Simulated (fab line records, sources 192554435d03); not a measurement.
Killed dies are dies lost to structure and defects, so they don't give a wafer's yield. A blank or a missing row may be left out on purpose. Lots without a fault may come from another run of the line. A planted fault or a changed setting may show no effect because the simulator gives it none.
fab line records | flow n5_finfet
record lots=7 wafers=21 last_day=19
route steps=1938 shown MIM_TOP_LITHO@1846 MIM_TOP_ETCH@1851 MIM_BOT_LITHO@1854
lots that met no fault: from a run of the same line without faults
start_h: hours from the record's first day to the start of the lot's first wafer shown | wait_h: hours since the lot's step before | " the same as in the row above | L1.1+2: a row that stands for several wafers | - no value, or no start given | * or withheld: withheld | < > ~ a bound
route shown NAME@n: a module of which the file shows steps, and the number in the route of the first | usual: mean/standard deviation of fault-free wafers | same: alike in all rows | chamber/n: place in a boat | sites: the reading at each site | _std_site: their standard deviation | _edge_site: outer sites' mean less inner sites' | radius_mm: how far each site lies from the wafer's centre | mask NAME#n: copy n | behind: the tool/chamber that last shaped the wafer | hold: why the lot was held/for how many hours/how that ended | device: the transistor (n, p or np) that didn't switch | end of line: the same wafers' tests at the end of the route | a step without rows: its recipe alone | killed: dies lost to structure and defects at the first sort, not the wafer's yield | map: a wafer's dies, x killed, . not, _ none there
set.NAME: the setting as run; set.NAME@STEP: as run at that earlier step | model.NAME: the simulator's own value behind a step, which no gauge read
lots at some steps of the route; a table a step, a row a wafer
services: from which hour (start_h, from the record's first day; less than 0 if before it) a tool's chamber was out of use, for how many hours, and why
## steps
# step N5_MIM_TOP_LITHO_HARDBAKE_09
# recipe temp_c=130 time_s=120
# step N5_MIM_TOP_LITHO_CD_MEAS_08
# recipe target_cd_nm=2000 landing_energy_ev=500 detector=se_inlens
# usual cd_nm=1999.0/1.8
# columns lot.wafer tool chamber start_h wait_h cd_nm
L261.2 cd_sem-01 0 282.14 - 2002.3
L261.3 " 0 " " 1999.2
L261.5 " 0 " " 2000.3
L262.3 cd_sem-01 0 282.31 - 1999.2
L262.4 " 0 " " 2000.0
L262.5 " 0 " " 1998.4
L274.3 cd_sem-03 0 401.16 - 1997.3
L274.4 " 0 " " 1997.7
L274.6 " 0 " " 1997.2
L273.1 cd_sem-03 0 401.82 - 2000.2
L273.3 " 0 " " 1997.3
L273.6 " 0 " " 2002.6
L263.1 cd_sem-02 0 405.87 - 1995.6
L263.2 " 0 " " 1998.0
L263.5 " 0 " " 1996.3
L277.1 cd_sem-02 0 412.37 - 1998.4
L277.3 " 0 " " 1997.5
L277.5 " 0 " " 1996.2
L281.2 cd_sem-03 0 447.39 - 1998.1
L281.5 " 0 " " 1996.9
L281.6 " 0 " " 1998.4
# step N5_MIM_TOP_LITHO_OVL_MEAS_11
# recipe points_per_wafer=44
# usual MIM_TOP_OVL=1/4.5
# columns lot.wafer tool chamber start_h wait_h MIM_TOP_OVL[nm]
L261.2 overlay-01 0 282.17 0.0 -1
L261.3 " 0 " " -7
L261.5 " 0 " " 3
L262.3 overlay-01 0 282.34 0.0 -1
L262.4 " 0 " " 4
L262.5 " 0 " " -9
L274.3 overlay-02 0 401.19 0.0 2
L274.4 " 0 " " -2
L274.6 " 0 " " 1
L273.1 overlay-02 0 401.85 0.0 -8
L273.3 " 0 " " 5
L273.6 " 0 " " 2
L263.1 overlay-01 0 405.90 0.0 6
L263.2 " 0 " " 1
L263.5 " 0 " " 2
L277.1 overlay-01 0 412.40 0.0 1
L277.3 " 0 " " -1
L277.5 " 0 " " 4
L281.2 overlay-02 0 447.42 0.0 5
L281.5 " 0 " " 5
L281.6 " 0 " " 5
# step N5_MIM_TOP_LITHO_INSPECT_12
# recipe mode=adi inspect_instrument=macro
# usual raw_defect_count=2.0/1.4
# columns lot.wafer tool chamber start_h wait_h raw_defect_count
L261.2 defect_inspect-02 - 282.20 0.0 2
L261.3 " - " " 4
L261.5 " - " " 4
L262.3 defect_inspect-02 - 282.36 0.0 3
L262.4 " - " " 2
L262.5 " - " " 0
L274.3 defect_inspect-02 - 401.22 0.0 2
L274.4 " - " " 3
L274.6 " - " " 3
L273.1 defect_inspect-02 - 401.87 0.0 5
L273.3 " - " " 2
L273.6 " - " " 1
L263.1 defect_inspect-02 - 405.92 0.0 1
L263.2 " - " " 3
L263.5 " - " " 2
L277.1 defect_inspect-02 - 412.63 0.2 2
L277.3 " - " " 1
L277.5 " - " " 1
L281.2 defect_inspect-02 - 447.44 0.0 4
L281.5 " - " " 1
L281.6 " - " " 5
# step N5_MIM_TOP_LITHO_DESCUM_10
# recipe chemistry=O2 time_s=7.9 source_power_w=50 bias_power_w=20 pressure_mtorr=20 rf_frequency_hz=2.712e+07 temp_c=40 o2_flow_sccm=225
# usual drypump_motor_current_A=5.9/0.49 oes_product_au=0.80/0.067 rf_vpp_V=242.7/1.3 showerhead_plenum_p_Torr=2.06/0.069 throttle_valve_pct=20.41/0.19
# columns lot.wafer tool chamber start_h wait_h drypump_motor_current_A oes_product_au rf_hours_counter_h rf_vpp_V showerhead_plenum_p_Torr throttle_valve_pct
L261.2 rie_diel-03 2 282.23 0.0 6.7 0.81 89 243.6 2.11 20.56
L261.3 " 1 " " 6.5 0.82 71 242.4 2.12 20.25
L261.5 " 3 " " 5.6 0.95 - 243.4 2.15 20.59
L262.3 rie_diel-01 1 282.39 0.0 6.4 0.80 82 242.1 2.04 20.14
L262.4 " 3 " " 5.1 0.72 195 239.4 1.91 20.27
L262.5 " 2 " " 5.4 0.68 - 243.5 2.14 20.49
L274.3 rie_diel-05 3 401.47 0.3 5.5 0.82 72 243.1 2.03 20.14
L274.4 " 2 " " 5.6 0.94 4 242.6 2.16 20.32
L274.6 " 0 " " 5.4 0.78 - 245.0 2.08 20.26
L273.1 rie_diel-01 2 402.01 0.1 5.4 0.93 25 244.6 2.12 20.29
L273.3 " 0 " " 6.2 0.72 223 242.2 1.98 20.68
L273.6 " 3 " " 5.1 0.69 - 240.2 1.89 20.34
L263.1 rie_diel-03 3 405.96 0.0 5.6 0.87 44 244.7 2.13 20.67
L263.2 " 2 " " 6.7 0.77 125 243.5 2.10 20.63
L263.5 " 0 " " 6.0 0.76 - 241.8 2.00 20.49
L277.1 rie_diel-01 2 412.67 0.0 5.4 0.91 30 243.4 2.12 20.29
L277.3 " 0 " " 6.2 0.71 227 240.3 1.98 20.70
L277.5 " 0 " " 6.2 0.70 - 242.4 1.98 20.70
L281.2 rie_diel-03 1 447.86 0.4 6.5 0.77 121 243.6 2.10 20.31
L281.5 " 2 " " 6.7 0.76 - 243.4 2.09 20.65
L281.6 " 3 " " 5.6 0.84 - 244.0 2.13 20.67
# step N5_MIM_TOP_ETCH_ETCH_00
# recipe chemistry=Cl2/BCl3 target=TiN target_depth_a=385 ion_energy_ev=150 pressure_mtorr=10 icp_w=1000 bias_w=126 Cl2_flow_sccm=53.25 bcl3_flow_sccm=21.75 Ar_flow_sccm=25
# usual drypump_motor_current_A=5.8/0.44 he_backside_leak_sccm=3.3/0.33 oes_product_au=0.82/0.058 throttle_valve_pct=22.72/0.23
# columns lot.wafer tool chamber start_h wait_h drypump_motor_current_A he_backside_leak_sccm oes_product_au rf_hours_counter_h throttle_valve_pct
L261.2 rie_metal-01 0 282.32 0.1 5.9 3.3 0.75 49 22.61
L261.3 " 0 " " 5.9 3.4 0.75 - 22.61
L261.5 " 1 " " 6.0 3.7 0.75 - 23.22
L262.3 rie_metal-02 0 282.52 0.1 5.9 3.3 0.84 - 22.84
L262.4 " 1 " " 5.0 3.4 0.83 - 22.31
L262.5 " 0 " " 5.9 3.4 0.84 - 22.84
L274.3 rie_metal-02 0 401.60 0.1 5.9 3.3 0.80 - 22.87
L274.4 " 1 " " 5.0 3.2 0.79 - 22.34
L274.6 " 1 " " 5.0 3.1 0.79 - 22.34
L273.1 rie_metal-02 0 402.10 0.1 5.9 3.2 0.81 34 22.88
L273.3 " 1 " " 5.0 3.3 0.79 - 22.33
L273.6 " 1 " " 5.0 3.3 0.78 - 22.36
L263.1 rie_metal-02 0 406.04 0.1 5.9 3.4 0.80 34 22.86
L263.2 " 1 " " 5.0 3.3 0.79 30 22.31
L263.5 " 1 " " 5.0 3.2 0.80 - 22.34
L277.1 rie_metal-03 1 412.75 0.1 6.0 3.1 0.90 9 22.79
L277.3 " 0 " " 6.3 3.2 0.79 - 22.75
L277.5 " 1 " " 6.0 3.2 0.90 - 22.80
L281.2 rie_metal-02 0 447.96 0.1 5.9 3.3 0.81 38 22.87
L281.5 " 0 " " 5.9 3.2 0.81 - 22.87
L281.6 " 1 " " 5.0 3.3 0.78 - 22.35
# step N5_MIM_TOP_ETCH_STRIP_01
# recipe chemistry=O2 power_w=600 temp_c=60 pressure_mtorr=30 rf_frequency_hz=6e+07 bias_power_w=0 overash_fraction=0.5 o2_flow_sccm=225
# usual drypump_motor_current_A=5.6/0.37 oes_product_au=0.83/0.1 rf_vpp_V=3.5/1.4 showerhead_plenum_p_Torr=2.09/0.08 throttle_valve_pct=16.57/0.22
# columns lot.wafer tool chamber start_h wait_h drypump_motor_current_A oes_product_au rf_hours_counter_h rf_vpp_V showerhead_plenum_p_Torr throttle_valve_pct
L261.2 rie_diel-04 2 282.50 0.1 5.2 0.71 190 4.7 2.19 16.86
L261.3 " 3 " " 5.7 0.65 256 2.3 2.06 16.92
L261.5 " 0 " " 5.8 0.90 - 2.7 2.07 16.45
L262.3 rie_diel-06 1 282.78 0.2 5.7 0.73 224 2.9 1.99 16.63
L262.4 " 3 " " 5.3 0.70 197 6.7 2.02 17.16
L262.5 " 0 " " 4.9 0.85 - 2.7 2.06 16.50
L274.3 rie_diel-04 0 401.70 0.1 5.7 0.82 87 4.5 2.05 16.58
L274.4 " 1 " " 6.3 0.89 41 1.2 2.23 16.52
L274.6 " 1 " " 6.3 0.88 - 5.7 2.22 16.46
L273.1 rie_diel-02 2 402.24 0.1 5.5 0.92 22 1.9 2.05 16.24
L273.3 " 0 " " 5.4 0.91 44 5.5 2.12 16.48
L273.6 " 0 " " 5.4 0.89 - 3.7 2.12 16.48
L263.1 rie_diel-04 3 406.19 0.1 5.6 0.90 26 4.0 2.05 16.40
L263.2 " 0 " " 5.8 0.82 88 2.8 2.05 16.57
L263.5 " 2 " " 5.2 0.68 - 2.1 2.17 16.96
L277.1 rie_diel-04 2 412.90 0.1 5.2 0.66 239 2.2 2.17 16.93
L277.3 " 3 " " 5.7 0.88 29 2.4 2.05 16.44
L277.5 " 3 " " 5.7 0.88 - 3.0 2.04 16.49
L281.2 rie_diel-04 3 448.10 0.1 5.7 0.87 39 5.5 2.04 16.49
L281.5 " 0 " " 5.8 0.81 - 3.6 2.05 16.54
L281.6 " 1 " " 6.3 0.86 - 3.8 2.22 16.54
# step N5_MIM_TOP_ETCH_PECVD_03
# recipe material=SiNx target_thk_a=200 temp_c=400 precursor=SiH4/NH3/N2 pressure_torr=1.5 rf_w=300 time_s=17.6
# usual heater_power_outer_w=495/81 heater_power_w=829/100 showerhead_plenum_p_Torr=5.15/0.067 throttle_valve_pct=40.3/2.5
# columns lot.wafer tool chamber start_h wait_h heater_power_outer_w heater_power_w showerhead_plenum_p_Torr throttle_valve_pct
L261.2 pecvd-04 1 282.57 - 667 1044 5.22 45.1
L261.3 " 0 " " 573 913 5.06 40.1
L261.5 " 1 " " 674 1063 5.23 45.3
L262.3 pecvd-01 0 282.86 - 429 765 5.08 39.8
L262.4 " 2 " " 431 768 5.11 39.2
L262.5 " 2 " " 445 771 5.12 38.9
L274.3 pecvd-04 0 401.78 - 576 926 5.04 39.8
L274.4 " 1 " " 581 962 5.23 44.6
L274.6 " 1 " " 586 967 5.22 45.1
L273.1 pecvd-04 0 402.30 - 555 906 5.06 40.2
L273.3 " 0 " " 547 914 5.07 40.1
L273.6 " 1 " " 564 945 5.22 44.8
L263.1 pecvd-04 2 406.25 - 483 821 5.26 40.6
L263.2 " 0 " " 539 881 5.06 40.3
L263.5 " 0 " " 537 896 5.05 40.2
L277.1 pecvd-01 0 412.96 - 353 677 5.11 39.7
L277.3 " 2 " " 374 688 5.11 39.5
L277.5 " 2 " " 380 701 5.12 39.3
L281.2 pecvd-01 0 448.17 - 461 828 5.10 40.0
L281.5 " 2 " " 366 658 5.11 39.6
L281.6 " 0 " " 457 818 5.09 40.0
# step N5_MIM_BOT_LITHO_HMDS_01
# recipe time_s=60 temp_c=120
# step N5_MIM_BOT_LITHO_COAT_02
# recipe spin_rpm=* resist_thk_nm=*
# step N5_MIM_BOT_LITHO_EBR_04
# recipe solvent=PGMEA ebr_width_mm=1.5
# step N5_MIM_BOT_LITHO_SOFTBAKE_03
# recipe temp_c=100 time_s=90
# step N5_MIM_BOT_LITHO_EXPOSE_05
# recipe mask_id=MIM_BOT na=0.55 source_shape=conventional sigma_outer=0.8 polarization=unpolarized dose_mj=24.25
# usual exposure_dose_mJ_cm2=24.253/0.023
# columns lot.wafer tool chamber start_h wait_h mask exposure_dose_mJ_cm2
L261.2 krf_scanner-01 0 282.75 - MIM_BOT#0 24.228
L261.3 " 0 " " MIM_BOT#0 24.249
L261.5 " 0 " " MIM_BOT#0 24.213
L262.3 krf_scanner-02 0 283.18 - MIM_BOT#0 24.273
L262.4 " 0 " " MIM_BOT#0 24.304
L262.5 " 0 " " MIM_BOT#0 24.296
L274.3 krf_scanner-02 0 401.98 - MIM_BOT#0 21.733
L274.4 " 0 " " MIM_BOT#0 21.727
L274.6 " 0 " " MIM_BOT#0 21.714
L273.1 krf_scanner-02 0 402.50 - MIM_BOT#0 21.704
L273.3 " 0 " " MIM_BOT#0 21.721
L273.6 " 0 " " MIM_BOT#0 21.689
L263.1 krf_scanner-02 0 406.43 - MIM_BOT#0 21.727
L263.2 " 0 " " MIM_BOT#0 21.732
L263.5 " 0 " " MIM_BOT#0 21.758
L277.1 krf_scanner-01 0 413.26 - MIM_BOT#0 24.290
L277.3 " 0 " " MIM_BOT#0 24.267
L277.5 " 0 " " MIM_BOT#0 24.304
L281.2 krf_scanner-01 0 448.48 - MIM_BOT#0 24.269
L281.5 " 0 " " MIM_BOT#0 24.298
L281.6 " 0 " " MIM_BOT#0 24.285
# step N5_MIM_BOT_LITHO_PEB_06
# recipe peb_temp_c=withheld peb_time_s=*
# step N5_MIM_BOT_LITHO_DEVELOP_07
# recipe develop_time_s=60 rinse_liquid=diw dry=air_spin dev_temp_c=21
# step N5_MIM_BOT_LITHO_HARDBAKE_09
# recipe temp_c=130 time_s=120
# step N5_MIM_BOT_LITHO_CD_MEAS_08
# recipe target_cd_nm=3000 landing_energy_ev=500 detector=se_inlens polarity=opening
# usual cd_nm=2999.2/2.1
# columns lot.wafer tool chamber start_h wait_h cd_nm
L261.2 cd_sem-02 0 282.93 - 2999.6
L261.3 " 0 " " 2998.0
L261.5 " 0 " " 2996.9
L262.3 cd_sem-02 0 283.35 - 2998.8
L262.4 " 0 " " 2996.1
L262.5 " 0 " " 2994.8
L274.3 cd_sem-01 0 402.14 - 2982.7
L274.4 " 0 " " 2980.8
L274.6 " 0 " " 2982.9
L273.1 cd_sem-01 0 402.68 - 2980.1
L273.3 " 0 " " 2979.9
L273.6 " 0 " " 2977.7
L263.1 cd_sem-02 0 406.60 - 2983.4
L263.2 " 0 " " 2981.8
L263.5 " 0 " " 2980.4
L277.1 cd_sem-03 0 413.44 - 3001.0
L277.3 " 0 " " 3000.1
L277.5 " 0 " " 3000.0
L281.2 cd_sem-02 0 448.65 - 2998.0
L281.5 " 0 " " 2997.7
L281.6 " 0 " " 3000.5
# step N5_MIM_BOT_LITHO_OVL_MEAS_11
# recipe points_per_wafer=44
# usual MIM_BOT_OVL=-2/5.2
# columns lot.wafer tool chamber start_h wait_h MIM_BOT_OVL[nm]
L261.2 overlay-02 0 282.96 0.0 -9
L261.3 " 0 " " -1
L261.5 " 0 " " -7
L262.3 overlay-01 0 283.37 0.0 -1
L262.4 " 0 " " 4
L262.5 " 0 " " -2
L274.3 overlay-02 0 402.17 0.0 -8
L274.4 " 0 " " -5
L274.6 " 0 " " -6
L273.1 overlay-01 0 402.71 0.0 -3
L273.3 " 0 " " 3
L273.6 " 0 " " -5
L263.1 overlay-02 0 406.63 0.0 -3
L263.2 " 0 " " -5
L263.5 " 0 " " -3
L277.1 overlay-02 0 413.47 0.0 -9
L277.3 " 0 " " -4
L277.5 " 0 " " 2
L281.2 overlay-02 0 448.68 0.0 -1
L281.5 " 0 " " 11
L281.6 " 0 " " 0
## services
# columns tool chamber start_h hours kind
krf_scanner-02 - 262.00 3.6 pm
krf_scanner-01 - 265.91 1.0 pm
pecvd-01 1 274.17 12.3 repair
krf_scanner-01 - 275.19 0.8 pm
pecvd-01 - 275.27 0.9 repair
pecvd-04 2 287.69 4.1 repair
pecvd-04 - 289.55 6.0 pm
rie_diel-04 3 294.15 6.5 repair
krf_scanner-01 - 300.50 1.3 pm
krf_scanner-02 - 303.10 0.8 pm
krf_scanner-02 - 311.53 0.8 pm
rie_diel-03 - 322.81 14.6 pm
krf_scanner-02 - 324.71 1.0 pm
pecvd-04 2 331.11 30.4 repair
krf_scanner-02 - 331.58 1.3 pm
rie_diel-04 - 336.59 4.8 repair
rie_diel-01 1 341.15 22.0 repair
rie_metal-02 0 341.95 3.6 repair
krf_scanner-02 - 345.15 0.5 repair
rie_metal-02 0 379.21 7.7 repair
krf_scanner-01 - 395.17 1.7 repair
pecvd-01 1 420.08 4.5 repair
rie_diel-01 2 422.68 5.6 repair
krf_scanner-01 - 430.72 3.6 pm
## key
first_sign step=N5_MIM_BOT_LITHO_EXPOSE_05 reading=exposure_dose_mJ_cm2 direction=down sigmas=99+ usual=24.253 struck=21.723
effect step=N5_MIM_BOT_LITHO_CD_MEAS_08 reading=cd_nm direction=down sigmas=8.7 usual=2999.2 struck=2981.1
met_at N5_MIM_BOT_LITHO_EXPOSE_05
struck_wafers L263.1,L263.2,L263.5,L273.1,L273.3,L273.6,L274.3,L274.4,L274.6
onset_between 283.18 401.98
fault kind=process_parameter_drift tool=krf_scanner-02 chamber=- onset_h=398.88 steps=N5_MIM_BOT_LITHO_EXPOSE_05 channel=dose_mj offset=-2.529 shape=step acts_in=these_recipes_only stated=24.25
